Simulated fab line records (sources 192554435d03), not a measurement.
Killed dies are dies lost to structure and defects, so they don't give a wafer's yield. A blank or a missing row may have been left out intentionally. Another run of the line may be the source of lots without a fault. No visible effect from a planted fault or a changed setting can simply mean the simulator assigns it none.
fab line records	flow n5-finfet	part 1 of 2: steps 1 to 25 of 32
record lots=5	wafers=15	last-day=17
route steps=1938 shown BEOL_M2@925 BEOL_M3@931
lots untouched by any fault: they come from a run of this same line in which no faults occurred
start-h: the number of hours between the record's first day and the start of the first shown wafer of the lot	wait-h: time in hours since the lot's previous step	" the same as in the row above	L1.1+2: a row that stands for several wafers	- no value, or no start given	* or withheld: withheld	< > ~ a bound
route shown NAME@n: a module of which the file shows steps, and the number in the route of the first	usual: the fault-free wafers' mean and standard deviation	same: alike in all rows	chamber/n: place in a boat	sites: per-site readings	_std_site: the standard deviation of these	_edge_site: outer sites' mean less inner sites'	radius-mm: for every site, how far away it sits from the centre of the wafer	mask NAME#n: copy n	behind: the tool/chamber that last shaped the wafer	hold: the reason the lot was held/the length of the hold in hours/how it ended	device: the transistor (n, p or np) that didn't switch	end of line: the route-end tests of the same wafers	a step without rows: its recipe alone	killed: at the first sort, the dies lost to defects and structure; wafer yield is something else	map: shows each die of a wafer: x if killed, . if not, _ if none is there
set.NAME: setting as actually run; set.NAME@STEP: the setting as run at that earlier step	model.NAME: the simulator's own value behind a step, which no gauge read
lots at selected steps of the route; one table per step, one row per wafer
services: when a tool's chamber went out of use (start-h, in hours from the record's first day, below 0 if earlier), for how many hours, and the reason
## steps
# step N5_BEOL_M2_PRE_CLEAN_60
# recipe gas=NH3/H2	time-s=15	temp-c=*	rf-power-w=300
# usual heater-power-w=85/22
lot.wafer	tool	chamber	start-h	wait-h	heater-power-w
L090.2	cvd-co-01	1	237.92	0.0	132
L090.3	"	1	"	"	132
L090.6	"	1	"	"	129
L088.4	cvd-co-01	0	242.52	0.1	100
L088.5	"	1	"	"	132
L088.6	"	2	"	"	63
L091.2	cvd-co-02	0	265.54	0.0	63
L091.3	"	2	"	"	88
L091.6	"	0	"	"	62
L096.2	cvd-co-02	1	279.53	0.0	76
L096.4	"	1	"	"	77
L096.6	"	2	"	"	90
L095.1	cvd-co-01	2	281.16	0.0	63
L095.2	"	0	"	"	99
L095.4	"	1	"	"	130
# step N5_BEOL_M2_CO_CAP_55
# recipe material=Co	target-thk-a=20	temp-c=200	precursor=CCTBA/H2	pressure-torr=30	time-s=102.1
# usual heater-power-w=237/27
lot.wafer	tool	chamber	start-h	wait-h	heater-power-w
L090.2	cvd-co-01	1	237.98	0.0	296
L090.3	"	1	"	"	295
L090.6	"	1	"	"	289
L088.4	cvd-co-01	0	242.57	0.0	260
L088.5	"	1	"	"	298
L088.6	"	2	"	"	210
L091.2	cvd-co-02	0	265.58	0.0	217
L091.3	"	2	"	"	246
L091.6	"	0	"	"	211
L096.2	cvd-co-02	1	279.57	0.0	230
L096.4	"	1	"	"	227
L096.6	"	2	"	"	240
L095.1	cvd-co-01	2	281.20	0.0	210
L095.2	"	0	"	"	252
L095.4	"	1	"	"	298
# step N5_BEOL_M2_PRE_CLEAN_56
# recipe gas=NH3	time-s=15	temp-c=withheld	rf-power-w=300
lot.wafer	tool	chamber	start-h	wait-h
L090.2+3+6	pecvd-03	2,1,0	238.11	0.1
L088.4+5+6	pecvd-03	2,0,1	242.64	0.0
L091.2+3+6	pecvd-03	1,2,2	265.67	0.1
L096.2+4+6	pecvd-04	2,1,2	279.66	0.1
L095.1+2+4	pecvd-04	0,1,0	281.29	0.1
# step N5_BEOL_M2_DEP_57
# recipe material=SiCN	target-thk-a=80	temp-c=withheld	precursor=3MS/NH3	pressure-torr=3	rf-w=202	time-s=14
# usual showerhead-plenum-p-Torr=3.666/0.016	throttle-valve-pct=9.1/0.64
lot.wafer	tool	chamber	start-h	wait-h	showerhead-plenum-p-Torr	throttle-valve-pct
L090.2	pecvd-03	2	238.13	0.0	3.671	8.2
L090.3	"	1	"	"	3.667	9.4
L090.6	"	0	"	"	3.678	9.9
L088.4	pecvd-03	2	242.67	0.0	3.669	8.1
L088.5	"	0	"	"	3.678	10.2
L088.6	"	1	"	"	3.655	8.9
L091.2	pecvd-03	1	265.70	0.0	3.664	9.3
L091.3	"	2	"	"	3.663	8.3
L091.6	"	2	"	"	3.666	8.2
L096.2	pecvd-04	2	279.69	0.0	3.652	8.1
L096.4	"	1	"	"	3.669	8.9
L096.6	"	2	"	"	3.661	8.3
L095.1	pecvd-04	0	281.32	0.0	3.620	9.3
L095.2	"	1	"	"	3.663	9.1
L095.4	"	0	"	"	3.625	9.3
# step N5_BEOL_M2_RS_MEAS_58
# recipe thk-meas-gauge=four-point-probe	reads=Co_of_BEOL_M2_CO_CAP_55+Cu_of_BEOL_M2_ECD_50+Co_of_BEOL_M2_CVD_47+TaN_of_BEOL_M2_ALD_84
# usual M2_RS=0.671/0.027
lot.wafer	tool	chamber	start-h	wait-h	M2_RS[ohm/sq]
L090.2	film-metro-01	-	238.20	0.1	0.690
L090.3	"	-	"	"	0.668
L090.6	"	-	"	"	0.691
L088.4	film-metro-02	-	242.83	0.1	0.690
L088.5	"	-	"	"	0.728
L088.6	"	-	"	"	0.638
L091.2	film-metro-01	-	265.76	0.1	0.637
L091.3	"	-	"	"	0.666
L091.6	"	-	"	"	0.671
L096.2	film-metro-01	-	279.75	0.1	0.613
L096.4	"	-	"	"	0.635
L096.6	"	-	"	"	0.640
L095.1	film-metro-02	-	281.39	0.0	0.661
L095.2	"	-	"	"	0.680
L095.4	"	-	"	"	0.691
# step N5_BEOL_M2_INSPECT_59
# recipe inspect-instrument=darkfield	mode=post-dep
# usual raw-defect-count=80/27
lot.wafer	tool	chamber	start-h	wait-h	raw-defect-count
L090.2	defect-inspect-02	-	238.22	0.0	92
L090.3	"	-	"	"	137
L090.6	"	-	"	"	102
L088.4	defect-inspect-02	-	242.85	0.0	64
L088.5	"	-	"	"	93
L088.6	"	-	"	"	119
L091.2	defect-inspect-01	-	265.79	0.0	49
L091.3	"	-	"	"	76
L091.6	"	-	"	"	74
L096.2	defect-inspect-02	-	279.78	0.0	78
L096.4	"	-	"	"	95
L096.6	"	-	"	"	109
L095.1	defect-inspect-02	-	281.41	0.0	43
L095.2	"	-	"	"	67
L095.4	"	-	"	"	78
# step N5_BEOL_M3_ILD_DEP_00
# recipe material=SiOC	target-thk-a=790	temp-c=350	precursor=DEMS/O2	pressure-torr=5	rf-w=500	time-s=15.3
# usual heater-power-w=451/57	showerhead-plenum-p-Torr=5.691/0.021	throttle-valve-pct=12.2/0.66
lot.wafer	tool	chamber	start-h	wait-h	heater-power-w	showerhead-plenum-p-Torr	throttle-valve-pct
L090.2	pecvd-02	2	238.26	0.0	493	5.707	12.7
L090.3	"	0	"	"	473	5.680	11.8
L090.6	"	1	"	"	414	5.710	12.6
L088.4	pecvd-01	0	242.91	0.1	501	5.709	12.2
L088.5	"	2	"	"	471	5.692	11.0
L088.6	"	1	"	"	481	5.677	12.5
L091.2	pecvd-04	2	265.82	0.0	392	5.692	10.6
L091.3	"	0	"	"	431	5.657	12.4
L091.6	"	2	"	"	391	5.713	10.9
L096.2	pecvd-02	2	279.81	0.0	515	5.707	12.5
L096.4	"	1	"	"	483	5.708	12.7
L096.6	"	0	"	"	477	5.681	12.1
L095.1	pecvd-04	2	281.45	0.0	351	5.683	10.5
L095.2	"	1	"	"	423	5.699	12.1
L095.4	"	1	"	"	332	5.672	11.6
# step N5_BEOL_M3_THK_MEAS_01
# recipe reads=SiOC_of_BEOL_M3_ILD_DEP_00
# usual M3_ILD_THK=79.0/0.96
lot.wafer	tool	chamber	start-h	wait-h	M3_ILD_THK[nm]
L090.2	film-metro-02	-	238.33	0.1	78.5
L090.3	"	-	"	"	78.0
L090.6	"	-	"	"	80.2
L088.4	film-metro-02	-	242.96	0.0	79.5
L088.5	"	-	"	"	80.3
L088.6	"	-	"	"	80.1
L091.2	film-metro-01	-	265.89	0.1	78.6
L091.3	"	-	"	"	78.2
L091.6	"	-	"	"	80.0
L096.2	film-metro-02	-	279.88	0.1	78.2
L096.4	"	-	"	"	79.6
L096.6	"	-	"	"	79.8
L095.1	film-metro-02	-	281.52	0.0	78.1
L095.2	"	-	"	"	78.2
L095.4	"	-	"	"	80.6
# step N5_BEOL_M3_PECVD_72
# recipe material=SiO2	target-thk-a=160	temp-c=400	precursor=TEOS/O2	pressure-torr=5.5	rf-w=450	teos-flow-sccm=53.8	gas=O2	flow-sccm=3000	time-s=18
# usual heater-power-w=700/86	showerhead-plenum-p-Torr=8.79/0.08	throttle-valve-pct=22.8/1.1
lot.wafer	tool	chamber	start-h	wait-h	heater-power-w	showerhead-plenum-p-Torr	throttle-valve-pct
L090.2	pecvd-01	1	238.36	0.0	777	8.77	23.4
L090.3	"	2	"	"	735	8.82	20.7
L090.6	"	0	"	"	823	8.87	22.9
L088.4	pecvd-04	1	243.01	0.1	600	8.80	22.3
L088.5	"	0	"	"	564	8.54	23.2
L088.6	"	2	"	"	500	8.78	20.1
L091.2	pecvd-01	2	265.93	0.0	796	8.80	20.8
L091.3	"	1	"	"	696	8.76	23.5
L091.6	"	0	"	"	732	8.90	23.0
L096.2	pecvd-04	0	279.92	0.0	564	8.58	23.5
L096.4	"	2	"	"	534	8.77	20.4
L096.6	"	1	"	"	602	8.78	22.3
L095.1	pecvd-02	1	281.55	0.0	740	8.84	23.9
L095.2	"	0	"	"	785	8.74	22.6
L095.4	"	0	"	"	787	8.73	22.4
# step N5_BEOL_M3_HM_DEP_02
# recipe material=TiN	target-thk-a=200	temp-c=25	chamber-pressure-pa=0.49996
# usual throttle-valve-pct=29.5/0.74
lot.wafer	tool	chamber	start-h	wait-h	throttle-valve-pct
L090.2	pvd-sputter-01	-	238.98	0.6	28.4
L090.3	"	-	"	"	30.5
L090.6	"	-	"	"	28.6
L088.4	pvd-sputter-03	-	243.97	0.9	30.2
L088.5	"	-	"	"	29.5
L088.6	"	-	"	"	28.6
L091.2	pvd-sputter-02	-	267.91	2.0	30.7
L091.3	"	-	"	"	29.7
L091.6	"	-	"	"	29.9
L096.2	pvd-sputter-02	-	280.70	0.8	29.7
L096.4	"	-	"	"	30.5
L096.6	"	-	"	"	29.7
L095.1	pvd-sputter-03	-	281.61	0.0	29.8
L095.2	"	-	"	"	28.6
L095.4	"	-	"	"	29.2
# step N5_BEOL_M3_COAT_61
# recipe resist=SOC	temp-c=250	time-s=60	spin-rpm=1500	resist-thk-nm=60
lot.wafer	tool	chamber	start-h	wait-h
L090.2+3+6	litho-track-03	0	239.10	0.1
L088.4+5+6	litho-track-02	0	244.10	0.1
L091.2+3+6	litho-track-05	0	268.04	0.1
L096.2+4+6	litho-track-02	0	280.83	0.1
L095.1+2+4	litho-track-02	0	281.74	0.1
# step N5_BEOL_M3_COAT_62
# recipe resist=SiARC	temp-c=220	time-s=60	spin-rpm=1500	resist-thk-nm=12
lot.wafer	tool	chamber	start-h	wait-h
L090.2+3+6	litho-track-03	0	-	-
L088.4+5+6	litho-track-02	0	-	-
L091.2+3+6	litho-track-05	0	-	-
L096.2+4+6	litho-track-02	0	-	-
L095.1+2+4	litho-track-02	0	-	-
# step N5_BEOL_M3_COAT_73
# recipe resist=underlayer	temp-c=205	time-s=60	spin-rpm=1500	resist-thk-nm=5
lot.wafer	tool	chamber	start-h	wait-h
L090.2+3+6	litho-track-03	0	-	-
L088.4+5+6	litho-track-02	0	-	-
L091.2+3+6	litho-track-05	0	-	-
L096.2+4+6	litho-track-02	0	-	-
L095.1+2+4	litho-track-02	0	-	-
# step N5_BEOL_M3_COAT_05
# recipe resist=CAR-EUV	spin-rpm=1500	resist-thk-nm=30
lot.wafer	tool	chamber	start-h	wait-h
L090.2+3+6	litho-track-03	0	-	-
L088.4+5+6	litho-track-02	0	-	-
L091.2+3+6	litho-track-05	0	-	-
L096.2+4+6	litho-track-02	0	-	-
L095.1+2+4	litho-track-02	0	-	-
# step N5_BEOL_M3_EBR_07
# recipe solvent=PGMEA	ebr-width-mm=1.5
lot.wafer	tool	chamber	start-h	wait-h
L090.2+3+6	litho-track-03	0	-	-
L088.4+5+6	litho-track-02	0	-	-
L091.2+3+6	litho-track-05	0	-	-
L096.2+4+6	litho-track-02	0	-	-
L095.1+2+4	litho-track-02	0	-	-
# step N5_BEOL_M3_SOFTBAKE_06
# recipe temp-c=110	time-s=60	resist=CAR-EUV
lot.wafer	tool	chamber	start-h	wait-h
L090.2+3+6	litho-track-03	0	-	-
L088.4+5+6	litho-track-02	0	-	-
L091.2+3+6	litho-track-05	0	-	-
L096.2+4+6	litho-track-02	0	-	-
L095.1+2+4	litho-track-02	0	-	-
# step N5_BEOL_M3_EXPOSE_08
# recipe mask-id=M3	na=0.33	source-shape=dipole	sigma-inner=0.369	sigma-outer=0.767	polarization=unpolarized	dose-mj=33
# usual stage-msd-nm=0.785/0.025
lot.wafer	tool	chamber	start-h	wait-h	mask	stage-msd-nm
L090.2	euv-scanner-02	0	239.37	-	M3#0	0.754
L090.3	"	0	"	"	M3#0	0.751
L090.6	"	0	"	"	M3#0	0.752
L088.4	euv-scanner-02	0	244.25	-	M3#0	0.756
L088.5	"	0	"	"	M3#0	0.753
L088.6	"	0	"	"	M3#0	0.755
L091.2	euv-scanner-01	0	268.30	-	M3#0	0.820
L091.3	"	0	"	"	M3#0	0.818
L091.6	"	0	"	"	M3#0	0.815
L096.2	euv-scanner-02	0	280.97	-	M3#0	0.764
L096.4	"	0	"	"	M3#0	0.765
L096.6	"	0	"	"	M3#0	0.767
L095.1	euv-scanner-02	0	281.87	-	M3#0	0.761
L095.2	"	0	"	"	M3#0	0.767
L095.4	"	0	"	"	M3#0	0.762
# step N5_BEOL_M3_PEB_09
# recipe peb-temp-c=100	peb-time-s=60	resist=CAR-EUV
lot.wafer	tool	chamber	start-h	wait-h
L090.2+3+6	litho-track-05	0	239.43	0.0
L088.4+5+6	litho-track-05	0	244.30	0.0
L091.2+3+6	litho-track-05	0	268.36	0.0
L096.2+4+6	litho-track-02	0	281.02	0.0
L095.1+2+4	litho-track-05	0	281.93	0.1
# step N5_BEOL_M3_DEVELOP_10
# recipe develop-time-s=30	developer=TMAH	resist=CAR-EUV	rinse-liquid=surfactant-rinse	dry=air-spin	dev-temp-c=23
# usual developer-temp-C=23.00/0.1
lot.wafer	tool	chamber	start-h	wait-h	developer-temp-C
L090.2	litho-track-05	0	-	-	22.94
L090.3	"	0	"	"	22.97
L090.6	"	0	"	"	23.13
L088.4	litho-track-05	0	-	-	23.09
L088.5	"	0	"	"	23.04
L088.6	"	0	"	"	22.98
L091.2	litho-track-05	0	-	-	23.00
L091.3	"	0	"	"	22.97
L091.6	"	0	"	"	23.05
L096.2	litho-track-02	0	-	-	23.11
L096.4	"	0	"	"	23.17
L096.6	"	0	"	"	23.25
L095.1	litho-track-05	0	-	-	22.97
L095.2	"	0	"	"	23.11
L095.4	"	0	"	"	22.92
# step N5_BEOL_M3_CD_MEAS_11
# recipe target-cd-nm=17.05	landing-energy-ev=500	detector=se-inlens	polarity=opening
# usual cd-nm=17.07/0.23
lot.wafer	tool	chamber	start-h	wait-h	cd-nm
L090.2	cd-sem-02	0	239.49	-	17.24
L090.3	"	0	"	"	16.87
L090.6	"	0	"	"	16.83
L088.4	cd-sem-01	0	244.37	-	17.02
L088.5	"	0	"	"	17.06
L088.6	"	0	"	"	17.41
L091.2	cd-sem-01	0	268.43	-	16.95
L091.3	"	0	"	"	17.08
L091.6	"	0	"	"	16.96
L096.2	cd-sem-03	0	281.09	-	17.43
L096.4	"	0	"	"	17.24
L096.6	"	0	"	"	17.47
L095.1	cd-sem-01	0	282.00	-	17.31
L095.2	"	0	"	"	17.65
L095.4	"	0	"	"	17.22
# step N5_BEOL_M3_OVL_MEAS_12
# recipe points-per-wafer=522
# usual M3_OVL=-0.1/0.79
lot.wafer	tool	chamber	start-h	wait-h	M3_OVL[nm]
L090.2	overlay-02	0	239.53	0.0	0.3
L090.3	"	0	"	"	1.1
L090.6	"	0	"	"	-0.2
L088.4	overlay-02	0	244.41	0.0	-1.3
L088.5	"	0	"	"	-0.2
L088.6	"	0	"	"	-1.4
L091.2	overlay-01	0	268.46	0.0	-0.3
L091.3	"	0	"	"	-0.3
L091.6	"	0	"	"	-1.0
L096.2	overlay-01	0	281.12	0.0	1.2
L096.4	"	0	"	"	1.2
L096.6	"	0	"	"	0.4
L095.1	overlay-01	0	282.03	0.0	0.1
L095.2	"	0	"	"	-1.2
L095.4	"	0	"	"	-0.8
# step N5_BEOL_M3_INSPECT_13
# recipe mode=adi	inspect-instrument=brightfield
# usual raw-defect-count=432/110
lot.wafer	tool	chamber	start-h	wait-h	raw-defect-count
L090.2	defect-inspect-01	-	239.58	0.0	318
L090.3	"	-	"	"	478
L090.6	"	-	"	"	470
L088.4	defect-inspect-02	-	244.46	0.0	369
L088.5	"	-	"	"	373
L088.6	"	-	"	"	541
L091.2	defect-inspect-02	-	268.51	0.0	373
L091.3	"	-	"	"	323
L091.6	"	-	"	"	434
L096.2	defect-inspect-02	-	281.18	0.0	523
L096.4	"	-	"	"	473
L096.6	"	-	"	"	492
L095.1	defect-inspect-02	-	282.09	0.1	383
L095.2	"	-	"	"	610
L095.4	"	-	"	"	508
# step N5_BEOL_M3_DESCUM_16
# recipe chemistry=O2	time-s=7	source-power-w=50	bias-power-w=20	pressure-mtorr=20	rf-frequency-hz=2.712e+07	temp-c=40	resist=CAR-EUV	o2-flow-sccm=225
# usual bias-power-w=20.00/0.065	drypump-motor-current-A=5.8/0.51	oes-product-au=0.75/0.084	rf-vpp-V=243.0/1.4	showerhead-plenum-p-Torr=2.09/0.065	throttle-valve-pct=20.57/0.25
lot.wafer	tool	chamber	start-h	wait-h	bias-power-w	drypump-motor-current-A	oes-product-au	rf-hours-counter-h	rf-vpp-V	showerhead-plenum-p-Torr	throttle-valve-pct
L090.2	rie-diel-04	1	239.61	0.0	20.04	6.6	0.74	180	240.4	2.00	20.63
L090.3	"	3	"	"	20.13	5.6	0.97	4	245.2	2.23	20.44
L090.6	"	0	"	"	19.96	6.1	0.71	-	242.0	2.08	20.60
L088.4	rie-diel-05	1	244.49	0.0	20.10	6.6	0.69	226	243.7	2.06	20.68
L088.5	"	1	"	"	20.09	6.6	0.69	-	241.7	2.06	20.68
L088.6	"	0	"	"	20.07	5.4	0.68	-	242.1	2.06	20.57
L091.2	rie-diel-04	0	268.55	0.0	20.08	6.1	0.71	208	243.6	2.08	20.62
L091.3	"	2	"	"	19.95	5.5	0.74	195	244.1	2.17	20.54
L091.6	"	2	"	"	19.96	5.5	0.73	-	244.1	2.17	20.55
L096.2	rie-diel-02	1	281.27	0.1	19.96	5.9	0.89	38	245.2	2.21	20.04
L096.4	"	0	"	"	20.05	6.0	0.69	243	240.8	2.06	20.85
L096.6	"	2	"	"	19.91	5.6	0.73	-	242.8	2.10	20.30
L095.1	rie-diel-02	2	282.12	0.0	20.01	5.7	0.73	165	242.4	2.10	20.31
L095.2	"	3	"	"	19.93	4.8	0.71	216	243.2	2.07	20.71
L095.4	"	1	"	"	19.98	5.9	0.88	38	244.7	2.21	20.05
# step N5_BEOL_M3_ETCH_74
# recipe chemistry=N2/H2	target=underlayer	target-depth-a=65	mask-material=CAR-EUV	time-s=5.2	ion-energy-ev=200	pressure-mtorr=30	source-w=840	bias-w=150	n2-flow-sccm=200	h2-flow-sccm=200	ends=cleared
# usual drypump-motor-current-A=5.8/0.51	etch-rf-on-time-s=5.20/0.091	oes-product-au=0.64/0.073	rf-vpp-V=523.7/2.8	showerhead-plenum-p-Torr=2.54/0.081	throttle-valve-pct=17.99/0.24
lot.wafer	tool	chamber	start-h	wait-h	drypump-motor-current-A	etch-rf-on-time-s	oes-product-au	rf-hours-counter-h	rf-vpp-V	showerhead-plenum-p-Torr	throttle-valve-pct
L090.2	rie-diel-04	1	239.65	0.0	6.6	5.18	0.63	180	520.1	2.43	18.12
L090.3	"	3	"	"	5.6	5.14	0.84	4	529.9	2.71	17.77
L090.6	"	0	"	"	6.1	5.20	0.59	-	525.5	2.51	17.92
L088.4	rie-diel-05	1	244.53	0.0	6.7	5.13	0.59	226	523.7	2.51	18.11
L088.5	"	1	"	"	6.7	5.15	0.59	-	524.0	2.51	18.13
L088.6	"	0	"	"	5.4	5.31	0.57	-	523.5	2.51	18.05
L091.2	rie-diel-04	0	268.58	0.0	6.1	5.19	0.60	208	522.8	2.51	17.91
L091.3	"	2	"	"	5.5	5.27	0.62	195	526.5	2.63	17.93
L091.6	"	2	"	"	5.5	5.21	0.63	-	525.6	2.63	17.92
L096.2	rie-diel-02	1	281.30	0.0	5.9	5.19	0.76	38	529.2	2.71	17.54
L096.4	"	0	"	"	6.0	5.27	0.58	243	522.4	2.51	18.38
L096.6	"	2	"	"	5.6	5.18	0.62	-	525.1	2.55	17.71
L095.1	rie-diel-02	2	282.16	0.0	5.6	5.13	0.63	165	522.7	2.55	17.68
L095.2	"	3	"	"	4.7	5.19	0.61	216	522.7	2.52	18.13
L095.4	"	1	"	"	5.9	5.15	0.77	38	526.5	2.71	17.56
# step N5_BEOL_M3_ETCH_63
# recipe chemistry=CF4	target=SiARC	target-depth-a=156	mask-material=CAR-EUV	time-s=26	ion-energy-ev=80	pressure-mtorr=40	source-w=545	bias-w=36	Ar_flow_sccm=100	cf4-flow-sccm=100	ends=cleared
# usual drypump-motor-current-A=5.8/0.51	etch-rf-on-time-s=26.0/0.45	oes-product-au=0.64/0.074	rf-vpp-V=184.0/1.2	showerhead-plenum-p-Torr=2.14/0.064	throttle-valve-pct=15.77/0.25
lot.wafer	tool	chamber	start-h	wait-h	drypump-motor-current-A	etch-rf-on-time-s	oes-product-au	rf-hours-counter-h	rf-vpp-V	showerhead-plenum-p-Torr	throttle-valve-pct
L090.2	rie-diel-04	1	239.67	0.0	6.5	25.6	0.64	180	182.3	2.05	15.81
L090.3	"	3	"	"	5.7	25.8	0.84	4	186.1	2.28	15.56
L090.6	"	0	"	"	6.1	26.3	0.60	-	184.0	2.13	15.83
L088.4	rie-diel-05	1	244.55	0.0	6.7	25.7	0.59	226	184.4	2.12	15.95
L088.5	"	1	"	"	6.7	25.4	0.59	-	184.2	2.12	15.95
L088.6	"	0	"	"	5.4	26.3	0.57	-	184.7	2.11	15.85
L091.2	rie-diel-04	0	268.60	0.0	6.1	26.4	0.59	208	184.6	2.13	15.85
L091.3	"	2	"	"	5.5	25.8	0.63	195	186.6	2.21	15.76
L091.6	"	2	"	"	5.5	25.9	0.63	-	185.5	2.21	15.76
L096.2	rie-diel-02	1	281.32	0.0	5.9	25.7	0.75	38	186.6	2.27	15.29
L096.4	"	0	"	"	6.0	26.6	0.58	243	184.4	2.11	16.08
L096.6	"	2	"	"	5.6	26.1	0.62	-	182.8	2.14	15.47
L095.1	rie-diel-02	2	282.17	0.0	5.6	25.9	0.63	165	184.7	2.14	15.48
L095.2	"	3	"	"	4.7	25.6	0.61	216	183.3	2.12	15.92
L095.4	"	1	"	"	5.9	25.7	0.76	38	185.6	2.27	15.28
